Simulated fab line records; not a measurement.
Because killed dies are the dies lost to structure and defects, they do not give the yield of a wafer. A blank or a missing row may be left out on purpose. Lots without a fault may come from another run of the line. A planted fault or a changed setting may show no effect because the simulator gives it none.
fab line records | flow nandHarc
record lots=14 wafers=42 lastDay=33
route steps=1302 shown A_SOURCE_PLATE@417 THIN_TSV@1250 END@1302
lots that met no fault: taken from a fault-free run of the same line
startH: start of the lot's first displayed wafer, in hours after the record's first day | waitH: time in hours since the lot's previous step | " same as the row above | L1.1+2: one row covering several wafers at once | - either no value or no given start | * or withheld: withheld | < > ~ a bound
route shown NAME@n: NAME is a module with steps in the file, n the number in the route of the first one | usual: mean and standard deviation over wafers with no fault | same: alike in all rows | chamber/n: place in a boat | sites: readings site by site | _std_site: how widely they spread, as a standard deviation | _edge_site: outer sites' mean less inner sites' | radiusMm: how far each site lies from the wafer's centre | mask NAME#n: copy n | behind: the tool/chamber that last shaped the wafer | hold: the reason the lot was held/the length of the hold in hours/how it ended | device: transistor that didn't switch, given as n, p or np | end of line: at the end of the route, the tests of the same wafers | where a step has no rows: the recipe by itself | killed: count of dies lost to structure and defects at first sort (not the wafer's yield) | map: a wafer's dies, x killed, . not, _ none there
set.NAME: the setting the step ran with; set.NAME@STEP: the setting that earlier step ran with | model.NAME: the simulator's own value behind a step, which no gauge read
steps of the route over a sample of lots; a table a step, a row a wafer
services: from which hour (startH, from the record's first day; less than 0 if before it) a tool's chamber was out of use, for how many hours, and why
## steps
# step NHARC_A_SOURCE_PLATE_PVD_04
# recipe targetThkA=500 material=WSi2
# columns lot.wafer tool chamber startH waitH
L575.1+2+5 pvdSputter-03 - 151.01 0.1
L577.4+3+5 pvdSputter-02 - 162.67 0.1
L578.2+3+5 pvdSputter-02 - 174.90 0.1
L580.4+1+3 pvdSputter-02 - 196.28 0.1
L581.3+5+6 pvdSputter-03 - 208.16 0.1
L587.4+3+6 pvdSputter-02 - 266.55 0.1
L588.2+5+6 pvdSputter-02 - 276.44 0.1
L589.1+4+5 pvdSputter-02 - 295.90 0.1
L593.1+3+6 pvdSputter-03 - 322.79 0.1
L592.3+2+6 pvdSputter-01 - 322.80 0.1
L594.3+4+5 pvdSputter-03 - 335.49 0.1
L596.2+3+5 pvdSputter-02 - 355.05 0.1
L597.3+6+5 pvdSputter-02 - 384.20 0.1
L598.3+4+6 pvdSputter-01 - 384.22 0.1
# step NHARC_THIN_TSV_DEP_43
# recipe targetThkA=13285 tempC=withheld pressureTorr=6.5 rfW=900 teosFlowSccm=161.4 flowSccm=2650 targetThkNm=1328.5 gas=O2 material=SiO2
# usual throttleValvePct=15.9/0.55
# columns lot.wafer tool chamber startH waitH throttleValvePct
L575.1 pecvd-01 2 543.75 - 16.1
L575.2 " 0 " " 16.2
L575.5 " 0 " " 16.1
L577.3 pecvd-01 0 561.60 - 16.2
L577.4 " 0 " " 16.3
L577.5 " 2 " " 16.2
L578.2 pecvd-01 0 562.77 - 16.2
L578.3 " 1 " " 15.9
L578.5 " 1 " " 15.9
L580.3 pecvd-01 2 584.53 - 16.0
L580.1 " 1 " " 16.1
L580.4 " 2 " " 16.2
L581.3 pecvd-01 1 603.39 - 16.1
L581.5 " 1 " " 16.3
L581.6 " 2 " " 16.7
L587.3 pecvd-04 0 668.88 - 15.7
L587.6 " 0 " " 15.6
L587.4 " 1 " " 15.2
L588.2 pecvd-04 0 673.41 - 15.9
L588.6 " 1 " " 15.5
L588.5 " 2 " " 14.3
L589.1 pecvd-01 1 698.46 - 16.0
L589.4 " 1 " " 16.0
L589.5 " 2 " " 16.0
L592.2 pecvd-01 2 699.67 - 16.2
L592.3 " 0 " " 16.6
L592.6 " 2 " " 15.9
L593.3 pecvd-01 0 705.57 - 16.6
L593.1 " 2 " " 16.5
L593.6 " 0 " " 16.5
L594.3 pecvd-01 2 733.15 - 16.1
L594.5 " 0 " " 16.8
L594.4 " 2 " " 16.4
L596.2 pecvd-04 1 754.92 - 15.5
L596.3 " 2 " " 14.7
L596.5 " 0 " " 15.8
L597.3 pecvd-01 2 778.10 - 16.1
L597.5 " 1 " " 16.2
L597.6 " 0 " " 16.7
L598.3 pecvd-03 0 779.33 - 16.0
L598.6 " 2 " " 15.5
L598.4 " 0 " " 16.0
# step NHARC_THIN_TSV_PRE_CLEAN_54
# recipe timeS=30 tempC=280 gas=H2/He
# usual heaterPowerW=389/50
# columns lot.wafer tool chamber startH waitH heaterPowerW
L575.1 pvdSputter-02 - 549.42 0.1 390
L575.2 " - " " 381
L575.5 " - " " 327
L577.4 pvdSputter-02 - 567.16 0.1 369
L577.3 " - " " 388
L577.5 " - " " 393
L578.2 pvdSputter-03 - 568.53 0.0 450
L578.3 " - " " 367
L578.5 " - " " 454
L580.3 pvdSputter-02 - 590.20 0.1 371
L580.4 " - " " 390
L580.1 " - " " 335
L581.3 pvdSputter-03 - 609.03 0.1 474
L581.6 " - " " 354
L581.5 " - " " 448
L587.3 pvdSputter-03 - 674.54 0.1 363
L587.4 " - " " 484
L587.6 " - " " 453
L588.2 pvdSputter-01 - 678.86 0.1 362
L588.6 " - " " 361
L588.5 " - " " 334
L589.4 pvdSputter-01 - 704.29 0.1 337
L589.1 " - " " 419
L589.5 " - " " 332
L592.2 pvdSputter-01 - 705.61 0.1 408
L592.3 " - " " 482
L592.6 " - " " 335
L593.3 pvdSputter-01 - 711.30 0.1 331
L593.1 " - " " 415
L593.6 " - " " 358
L594.4 pvdSputter-02 - 739.00 0.1 377
L594.3 " - " " 400
L594.5 " - " " 380
L596.2 pvdSputter-03 - 760.79 0.1 369
L596.3 " - " " 464
L596.5 " - " " 340
L597.3 pvdSputter-03 - 783.62 0.1 375
L597.5 " - " " 353
L597.6 " - " " 459
L598.4 pvdSputter-02 - 785.05 0.0 376
L598.3 " - " " 402
L598.6 " - " " 381
# step NHARC_THIN_TSV_DESCUM_35
# recipe timeS=3 o2FlowSccm=200 arFlowSccm=0 biasPowerW=0 chemistry=O2
# usual drypumpMotorCurrentA=5.52/0.28 oesProductAu=1.007/0.0091 rfVppV=57.6/0.79 showerheadPlenumPTorr=1.88/0.075 throttleValvePct=11.312/0.0091
# columns lot.wafer tool chamber startH waitH drypumpMotorCurrentA oesProductAu rfHoursCounterH rfVppV showerheadPlenumPTorr throttleValvePct
L575.1 rieDiel-05 3 550.64 - 5.45 1.006 9 56.6 1.86 11.295
L575.2 " 0 " " 5.50 1.004 9 58.2 1.87 11.307
L575.5 " 3 " " 5.45 1.007 - 58.3 1.86 11.306
L577.3 rieDiel-05 1 568.24 - 5.97 1.013 11 56.8 1.85 11.312
L577.4 " 0 " " 5.49 1.004 11 58.4 1.87 11.326
L577.5 " 2 " " 5.86 1.013 - 57.3 1.80 11.305
L578.2 rieDiel-03 3 569.77 - 5.75 1.009 4 56.4 1.93 11.307
L578.3 " 1 " " 5.47 1.015 5 56.3 1.88 11.308
L578.5 " 3 " " 5.76 1.013 - 58.2 1.93 11.312
L580.1 rieDiel-03 2 591.41 - 5.14 1.004 5 56.9 1.79 11.323
L580.3 " 3 " " 5.76 1.011 5 56.6 1.93 11.325
L580.4 " 1 " " 5.46 1.008 6 56.9 1.88 11.314
L581.3 rieDiel-10 1 610.25 - 5.58 1.001 0 56.6 2.06 11.306
L581.5 " 0 " " 5.07 0.999 - 57.4 1.83 11.318
L581.6 " 1 " " 5.58 1.010 - 58.3 2.06 11.312
L587.3 rieDiel-10 2 675.76 - 5.53 1.014 3 56.7 1.88 11.329
L587.4 " 3 " " 5.65 1.000 3 57.9 1.91 11.312
L587.6 " 1 " " 5.60 1.012 - 57.7 2.05 11.307
L588.2 rieDiel-03 0 680.12 - 6.04 1.003 1 57.8 1.87 11.315
L588.6 " 1 " " 5.50 1.005 - 57.3 1.88 11.319
L588.5 " 2 " " 5.12 1.003 - 58.1 1.79 11.316
L589.4 rieDiel-10 3 705.52 - 5.65 1.003 4 57.9 1.91 11.331
L589.1 " 1 " " 5.62 1.013 5 58.6 2.05 11.318
L589.5 " 0 " " 5.08 1.004 - 59.1 1.83 11.300
L592.3 rieDiel-10 1 706.83 - 5.60 1.013 5 57.8 2.05 11.304
L592.2 " 2 " " 5.54 1.010 4 57.5 1.88 11.317
L592.6 " 0 " " 5.06 1.005 - 58.1 1.83 11.325
L593.3 rieDiel-10 3 712.51 - 5.67 1.002 4 57.5 1.91 11.297
L593.1 " 2 " " 5.46 1.004 4 58.0 1.88 11.326
L593.6 " 3 " " 5.67 1.001 - 58.4 1.91 11.329
L594.3 rieDiel-05 0 740.24 - 5.50 1.002 10 56.5 1.87 11.303
L594.4 " 1 " " 5.98 0.986 9 56.4 1.85 11.305
L594.5 " 0 " " 5.49 1.010 - 58.5 1.87 11.319
L596.2 rieDiel-10 0 761.88 - 5.07 1.009 8 57.9 1.83 11.311
L596.3 " 1 " " 5.61 1.016 8 59.1 2.05 11.323
L596.5 " 3 " " 5.66 0.987 - 58.9 1.91 11.319
L597.3 rieDiel-03 3 784.76 - 5.75 1.015 6 57.9 1.92 11.327
L597.5 " 0 " " 5.99 0.989 - 56.4 1.86 11.302
L597.6 " 1 " " 5.52 0.997 - 56.1 1.88 11.298
L598.3 rieDiel-10 2 786.14 - 5.52 0.996 0 57.9 1.88 11.328
L598.4 " 1 " " 5.59 1.013 0 57.6 2.05 11.305
L598.6 " 3 " " 5.65 1.008 - 58.3 1.91 11.308
# step NHARC_END_SORT_01
# recipe tempC=25
# usual killedAtArray=57/19 killedAtOther=0.9/1.1 killedAtPeriphery=4.0/2.6 killedDies=62/19 killedOpen=3.3/1.8 killedShort=2.4/1.7
# same grossDies=677
# columns lot.wafer tool chamber startH waitH killedAtArray killedAtOther killedAtPeriphery killedDies killedOpen killedShort
L580.1 prober-02 0 599.16 2.5 85 0 4 89 3 2
L580.3 prober-02 0 600.75 3.1 86 0 2 88 1 4
L580.4 prober-02 0 601.55 3.4 86 0 2 88 5 2
L581.3 prober-01 0 619.78 3.1 49 1 1 51 6 2
L581.5 prober-01 0 621.41 3.8 52 1 5 58 3 1
L581.6 prober-01 0 622.22 4.1 43 2 0 45 1 1
L588.2 prober-01 0 687.69 2.8 190 0 3 193 2 0
L588.5 prober-01 0 690.08 3.7 193 1 5 199 5 4
L588.6 prober-01 0 690.87 4.0 196 1 5 202 0 1
L587.3 prober-02 0 688.43 3.1 213 1 6 220 2 0
L587.4 prober-02 0 689.23 3.4 197 0 4 201 3 0
L587.6 prober-02 0 690.82 4.0 205 1 9 215 5 1
L589.1 prober-01 0 714.46 2.5 191 3 5 199 5 0
L589.4 prober-01 0 716.86 3.4 190 2 2 194 5 2
L589.5 prober-01 0 717.66 3.7 185 5 1 191 1 1
L598.3 prober-02 0 798.21 3.1 40 1 5 46 4 2
L598.4 prober-02 0 799.03 3.4 27 3 3 33 1 4
L598.6 prober-02 0 800.66 4.1 53 1 6 60 5 3
# killed by level:class
L580.1 A_CHANNEL_HOLE_D2:chamberFilmFlake=26 A_CHANNEL_HOLE_D1:chamberFilmFlake=24 A_SLIT:chamberFilmFlake=24 A_CONTACT:chamberFilmFlake=6 P_STI:chamberFilmFlake=3 P_STI:geometricParticle:short=1 A_ONON_D1:geometricParticle:short=1 A_CHANNEL_FILL_D1:geometricParticle:open=1
L580.3 A_CHANNEL_HOLE_D1:chamberFilmFlake=28 A_CHANNEL_HOLE_D2:chamberFilmFlake=22 A_SLIT:chamberFilmFlake=21 A_CONTACT:chamberFilmFlake=9 A_CHANNEL_FILL_D1:geometricParticle:short=2 A_ONON_D2:geometricParticle:short=2 P_GATE:geometricParticle:open=1 P_M0:chamberFilmFlake=1
L580.4 A_CHANNEL_HOLE_D2:chamberFilmFlake=29 A_CHANNEL_HOLE_D1:chamberFilmFlake=23 A_SLIT:chamberFilmFlake=15 A_CONTACT:chamberFilmFlake=10 A_BLC:geometricParticle:open=2 P_STI:chamberFilmFlake=2 A_STAIRCASE:chamberFilmFlake=2 A_SOURCE_PLATE:geometricParticle:short=1
L581.3 A_CHANNEL_HOLE_D1:chamberFilmFlake=29 A_CHANNEL_HOLE_D2:chamberFilmFlake=7 A_CONTACT:chamberFilmFlake=2 A_BONDPAD:chamberFilmFlake=2 P_GATE:geometricParticle:open=1 A_SOURCE_PLATE:geometricParticle:open=1 A_CHANNEL_HOLE_D1:geometricParticle:open=1 A_CHANNEL_FILL_D1:geometricParticle:open=1
L581.5 A_CHANNEL_HOLE_D1:chamberFilmFlake=34 A_CHANNEL_HOLE_D2:chamberFilmFlake=8 A_BONDPAD:chamberFilmFlake=4 P_M0:geometricParticle:open=2 A_CONTACT:chamberFilmFlake=2 P_STI:geometricParticle:short=1 A_ONON_D1:geometricParticle:open=1 P_GATE:chamberFilmFlake=1
L581.6 A_CHANNEL_HOLE_D1:chamberFilmFlake=27 A_CHANNEL_HOLE_D2:chamberFilmFlake=6 A_STAIRCASE:chamberFilmFlake=3 A_BONDPAD:chamberFilmFlake=3 THIN_TSV:chamberFilmFlake=2 A_WL_FILL:geometricParticle:short=1 A_BLC:geometricParticle:open=1 A_CHANNEL_FILL_D1:chamberFilmFlake=1
L588.2 A_SOURCE_PLATE:areaPvd=147 A_CHANNEL_HOLE_D1:chamberFilmFlake=22 A_SLIT:chamberFilmFlake=11 A_STAIRCASE:chamberFilmFlake=4 A_ZERO_WELL:chamberFilmFlake=3 A_WL_FILL:chamberFilmFlake=2 P_BONDPAD:geometricParticle:open=1 A_CHANNEL_FILL_D2:geometricParticle:open=1
L587.3 A_SOURCE_PLATE:areaPvd=160 A_CHANNEL_HOLE_D1:chamberFilmFlake=39 P_GATE:chamberFilmFlake=6 A_STAIRCASE:chamberFilmFlake=3 A_SLIT:chamberFilmFlake=3 A_M0:chamberFilmFlake=3 A_CHANNEL_FILL_D2:geometricParticle:open=1 A_M0:geometricParticle:open=1
L587.4 A_SOURCE_PLATE:areaPvd=152 A_CHANNEL_HOLE_D1:chamberFilmFlake=28 A_CONTACT:chamberFilmFlake=5 A_WL_FILL:chamberFilmFlake=4 P_GATE:chamberFilmFlake=3 A_SLIT:chamberFilmFlake=2 A_STAIRCASE:chamberFilmFlake=2 A_CHANNEL_HOLE_D1:geometricParticle:open=1
L588.5 A_SOURCE_PLATE:areaPvd=141 A_CHANNEL_HOLE_D1:chamberFilmFlake=27 A_SLIT:chamberFilmFlake=16 P_GATE:chamberFilmFlake=2 P_GATE:geometricParticle:short=1 A_ONON_D1:geometricParticle:short=1 A_CHANNEL_FILL_D1:geometricParticle:short=1 A_ONON_D2:geometricParticle:open=1
L587.6 A_SOURCE_PLATE:areaPvd=160 A_CHANNEL_HOLE_D1:chamberFilmFlake=26 P_GATE:chamberFilmFlake=7 A_SLIT:chamberFilmFlake=7 A_CHANNEL_HOLE_D2:chamberFilmFlake=4 A_CONTACT:chamberFilmFlake=3 A_ONON_D2:geometricParticle:open=2 P_GATE:geometricParticle:short=1
L588.6 A_SOURCE_PLATE:areaPvd=133 A_SLIT:chamberFilmFlake=30 A_CHANNEL_HOLE_D1:chamberFilmFlake=29 P_GATE:chamberFilmFlake=3 P_STI:chamberFilmFlake=1 P_M2:chamberFilmFlake=1 STARTING-WAFER:geometricParticle:short=1 A_DECK1_JOINT:chamberFilmFlake=1
L589.1 A_SOURCE_PLATE:areaPvd=175 A_CHANNEL_HOLE_D1:chamberFilmFlake=5 A_CONTACT:chamberFilmFlake=3 P_ZERO_WELL:chamberFilmFlake=2 A_SLIT:chamberFilmFlake=2 THIN_TSV:chamberFilmFlake=2 P_M0:geometricParticle:open=1 A_DECK1_JOINT:geometricParticle:open=1
L589.4 A_SOURCE_PLATE:areaPvd=170 A_CHANNEL_HOLE_D1:chamberFilmFlake=9 A_CHANNEL_FILL_D2:geometricParticle:open=2 A_SLIT:chamberFilmFlake=2 A_M1:chamberFilmFlake=2 THIN_TSV:chamberFilmFlake=2 P_CONTACT:geometricParticle:open=1 A_ONON_D1:geometricParticle:short=1
L589.5 A_SOURCE_PLATE:areaPvd=163 A_CHANNEL_HOLE_D1:chamberFilmFlake=8 THIN_TSV:chamberFilmFlake=5 A_SLIT:chamberFilmFlake=4 A_CONTACT:chamberFilmFlake=4 A_WL_FILL:chamberFilmFlake=2 A_CHANNEL_HOLE_D1:geometricParticle:open=1 A_ONON_D2:geometricParticle:short=1
L598.3 A_SLIT:chamberFilmFlake=31 A_CONTACT:chamberFilmFlake=3 A_WL_FILL:chamberFilmFlake=2 A_BONDPAD:chamberFilmFlake=2 P_GATE:geometricParticle:open=1 P_CONTACT:geometricParticle:short=1 P_M1:geometricParticle:open=1 P_M2:geometricParticle:open=1
L598.4 A_SLIT:chamberFilmFlake=16 THIN_TSV:chamberFilmFlake=3 A_DECK1_JOINT:chamberFilmFlake=2 A_CONTACT:chamberFilmFlake=2 P_CONTACT:geometricParticle:short=1 A_ONON_D1:geometricParticle:short=1 A_CHANNEL_FILL_D1:geometricParticle:short=1 A_CHANNEL_FILL_D2:geometricParticle:short=1
L598.6 A_SLIT:chamberFilmFlake=35 A_CONTACT:chamberFilmFlake=10 P_M0:geometricParticle:open=2 P_GATE:chamberFilmFlake=2 A_BONDPAD:chamberFilmFlake=2 P_GATE:geometricParticle:open=1 P_CONTACT:geometricParticle:open=1 A_ONON_D1:geometricParticle:open=1
## services
# columns tool chamber startH hours kind
pecvd-01 - 130.00 13.0 pm
pvdSputter-03 - 170.00 10.0 pm
pecvd-01 - 216.90 0.4 repair
pvdSputter-03 - 221.26 2.6 repair
pvdSputter-02 - 282.00 10.0 pm
pecvd-01 - 311.00 13.0 pm
pvdSputter-03 - 348.00 10.0 pm
pecvd-01 0 354.38 8.9 repair
pvdSputter-03 - 362.61 1.3 repair
pvdSputter-02 - 402.61 1.6 repair
pecvd-01 - 411.66 1.0 repair
pvdSputter-02 - 414.03 1.4 repair
pecvd-01 - 447.53 0.7 repair
pvdSputter-02 - 460.00 10.0 pm
pvdSputter-03 - 469.41 4.6 repair
pecvd-01 - 492.00 13.0 pm
pecvd-01 2 518.88 11.2 repair
pvdSputter-03 - 526.00 10.0 pm
pvdSputter-02 - 638.00 10.0 pm
pecvd-01 - 641.32 1.5 repair
pecvd-01 - 668.50 6.0 repair
pvdSputter-02 - 686.22 13.7 repair
pvdSputter-02 - 727.93 2.2 repair
pvdSputter-02 - 758.02 1.9 repair
## key
firstSign step=NHARC_END_SORT_01 reading=killedDies direction=up sigmas=7.5 usual=62 struck=202
effect step=NHARC_END_SORT_01 reading=killedAtArray direction=up sigmas=7.4 usual=57 struck=196
moreKillsBornAt NHARC_A_SOURCE_PLATE_PVD_04@pvdSputter-02=1401
metAt NHARC_A_SOURCE_PLATE_PVD_04
struckLots L587,L588,L589
testerLeftOut L587,L588,L589
notActingAt NHARC_THIN_TSV_DEP_43,NHARC_THIN_TSV_PRE_CLEAN_54,NHARC_THIN_TSV_DESCUM_35
onsetBetween 196.28 266.55
fault kind=skippedStepWhole tool=pvdSputter-02 chamber=- onsetH=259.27 steps=NHARC_A_SOURCE_PLATE_PVD_04 scope=struckLotsOnly
# testerLeftOut: of these lots the tester's yield and bins aren't shown, on N5 and GAA mostly nor the transistor test; their killed dies are dies lost to structure and defects alone, not to doping, threshold or leakage, so they don't give the yield
